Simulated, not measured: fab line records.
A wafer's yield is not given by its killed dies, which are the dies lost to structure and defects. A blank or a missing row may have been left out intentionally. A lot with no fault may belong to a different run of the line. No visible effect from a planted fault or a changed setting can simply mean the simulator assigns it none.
Which tool was responsible?	flow nand_harc	12 lots, 36 wafers sampled, at 4 steps of a route of 1159

## WHAT THE GAUGES READ, wafer by wafer
NHARC_P_M2_CD_MEAS_09: target cd 170 nm.
lot	measured	on	cd_nm (nm)
L075	day 6 12:38	cd_sem-01	169.5 169.7 169.4
L077	day 7 02:50	cd_sem-02	167.9 169.1 169.9
L079	day 7 04:08	cd_sem-02	170.6 169.4 169.3
L081	day 7 22:16	cd_sem-02	170.7 170.9 171.7
L083	day 8 13:14	cd_sem-02	170.9 169.8 168.4
L087	day 9 07:29	cd_sem-01	169.8 170.6 169.2
L086	day 9 08:25	cd_sem-02	170.3 170.5 168.6
L089	day 10 05:13	cd_sem-03	170.2 169.1 170.1
L091	day 10 12:29	cd_sem-03	169.6 168.7 170.6
L093	day 10 19:42	cd_sem-01	168.9 168.4 169.1
L095	day 11 12:08	cd_sem-03	169.0 168.5 169.2
L096	day 11 23:50	cd_sem-02	170.4 169.5 169.9

## WHICH TOOL RAN EACH LOT (tool, then ch and the chambers of the sampled wafers, then the start)
lot	NHARC_P_CONTACT_ETCH_35	NHARC_P_M1_PRE_CLEAN_32	NHARC_P_M1_DEP_33
L075	rie_diel-07 ch 0,2,3, day 5 19:55	pecvd-04 ch 0,1, day 6 11:18	pecvd-04 ch 0,1, day 6 11:23
L077	rie_diel-04 ch 0,3, day 6 12:24	pecvd-04 ch 0,2, day 7 01:10	pecvd-04 ch 0,2, day 7 01:17
L079	rie_diel-07 ch 0,1,2, day 6 15:50	pecvd-04 ch 0,1, day 7 02:56	pecvd-04 ch 0,1, day 7 03:01
L081	rie_diel-13 ch 0,2,3, day 7 07:25	pecvd-04 ch 0,1, day 7 20:59	pecvd-04 ch 0,1, day 7 21:05
L083	rie_diel-13 ch 0,3, day 7 22:37	pecvd-01 ch 0,1,2, day 8 11:57	pecvd-01 ch 0,1,2, day 8 12:05
L087	rie_diel-07 ch 0,1,3, day 8 16:30	pecvd-01 ch 0,1, day 9 06:18	pecvd-01 ch 0,1, day 9 06:23
L086	rie_diel-07 ch 0,2, day 8 18:39	pecvd-01 ch 1,2, day 9 07:05	pecvd-01 ch 1,2, day 9 07:12
L089	rie_diel-13 ch 1,2, day 9 10:35	pecvd-04 ch 0,1,2, day 10 03:53	pecvd-04 ch 0,1,2, day 10 03:58
L091	rie_diel-13 ch 0,1,2, day 9 20:17	pecvd-04 ch 1,2, day 10 11:10	pecvd-04 ch 1,2, day 10 11:14
L093	rie_diel-07 ch 0,1,2, day 10 05:38	pecvd-01 ch 0,1,2, day 10 18:23	pecvd-01 ch 0,1,2, day 10 18:29
L095	rie_diel-13 ch 0,1,3, day 10 23:58	pecvd-04 ch 1,2, day 11 10:47	pecvd-04 ch 1,2, day 11 10:53
L096	rie_diel-13 ch 0,2,3, day 11 11:07	pecvd-03 ch 0,1, day 11 22:31	pecvd-03 ch 0,1, day 11 22:40
- NHARC_P_CONTACT_ETCH_35: etches the open film in CF4, target depth 39 nm, time 65 s.
- NHARC_P_M1_PRE_CLEAN_32: time 12 s.
- NHARC_P_M1_DEP_33: deposits SiCN, target thk 30 nm.

## THE ANSWER, worked out from the rows above alone
Rule: usual is defined by the lots themselves. The widest of any qualifying gaps counts: lots, ordered by their means at a reading, are off when they make up no more than a third of the lots, leave a main group of 4 or more, and stand apart from it by 3 or more times the standard deviation of that group's means. A main group whose means are all the same, to the digits that the tables above print for the reading, isn't used. A lot without any number at a reading at which 4 lots or more have one is off too. Any other lot the step has rows for is counted as sound.
No lot is off on any of the readings shown, so nothing can be concluded from this.

## WHAT HAD BEEN PUT IN BY THE SIMULATOR
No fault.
